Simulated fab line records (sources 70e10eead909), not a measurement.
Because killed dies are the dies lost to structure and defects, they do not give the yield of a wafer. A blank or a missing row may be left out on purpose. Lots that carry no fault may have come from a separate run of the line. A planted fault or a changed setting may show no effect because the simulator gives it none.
The same fault as seen by 2 desks :: flow nand harc :: each desk has only its own numbers; what lay behind them comes last

THE DEFECT DESK
Counts from the inspections along the route, per lot, as means over the sampled wafers that have a number. A lot is out of limits, marked OUT, if its mean lies more than 4 standard deviations from the usual mean; the brackets give that distance.
Columns: A = raw defect count at NHARC_A_BLC_INSPECT_12, usual 83
lot: L530
first seen here: day 23 03:41
A: 118

lot: L533
first seen here: day 23 14:45
A: 98

lot: L531
first seen here: day 23 17:03
A: 25

lot: L532
first seen here: day 24 01:43
A: 61

lot: L534
first seen here: day 25 09:01
A: 56

lot: L536
first seen here: day 25 16:37
A: 110

lot: L537
first seen here: day 26 07:43
A: 162

lot: L541
first seen here: day 27 23:54
A: 66

lot: L543
first seen here: day 28 14:24
A: 91

lot: L544
first seen here: day 28 20:20
A: 75

lot: L545
first seen here: day 29 17:38
A: 101

lot: L550
first seen here: day 31 04:31
A: 137

lot: L549
first seen here: day 31 06:32
A: 79

lot: L551
first seen here: day 31 18:32
A: 108
This desk's verdict: no lot among the 14 shows anything out of limits.

TOOL OWNER'S DESK, litho track-04
Per lot that ran on this tool, the mean of the sampled wafers carrying a number, from the tool's own readings at NHARC_A_M0_SOFTBAKE_04 (time 55 s). A lot is out of limits, marked OUT, if its mean lies more than 4 standard deviations from the usual mean; the brackets give that distance.
Columns: A = heater power total W at NHARC_A_M0_SOFTBAKE_04, usual 188.45 W
lot: L531
first seen here: day 23 20:00
A: 188.55

lot: L534
first seen here: day 25 12:00
A: 188.35

lot: L541
first seen here: day 28 03:00
A: 199.65 (+80) OUT

lot: L543
first seen here: day 28 18:00
A: 199.76 (+81) OUT

lot: L544
first seen here: day 28 23:00
A: 199.67 (+80) OUT
This desk's finding: out of limits on L541, L543, L544; first on L541, day 28 03:00 (heater power total W at NHARC_A_M0_SOFTBAKE_04). L531, L534 stayed within limits.

TAKEN TOGETHER
The tool owner's desk could have raised an alarm at day 28 03:00, on L541, L543, L544.
No out-of-limits result turned up at the defect desk.
The defect desk has L541, L543, L544 on record, within its limits.
The lots listed all ran NHARC_A_M0_SOFTBAKE_04 on litho track-04.

WHAT THE SIMULATOR HAD PUT IN
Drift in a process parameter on litho track-04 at NHARC_A_M0_SOFTBAKE_04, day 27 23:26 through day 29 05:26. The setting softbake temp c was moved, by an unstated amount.
Shown lots that were struck: L541, L543, L544.
Time in hours from fault onset to the first out-of-limits reading at each desk: the tool owner's desk, 4.
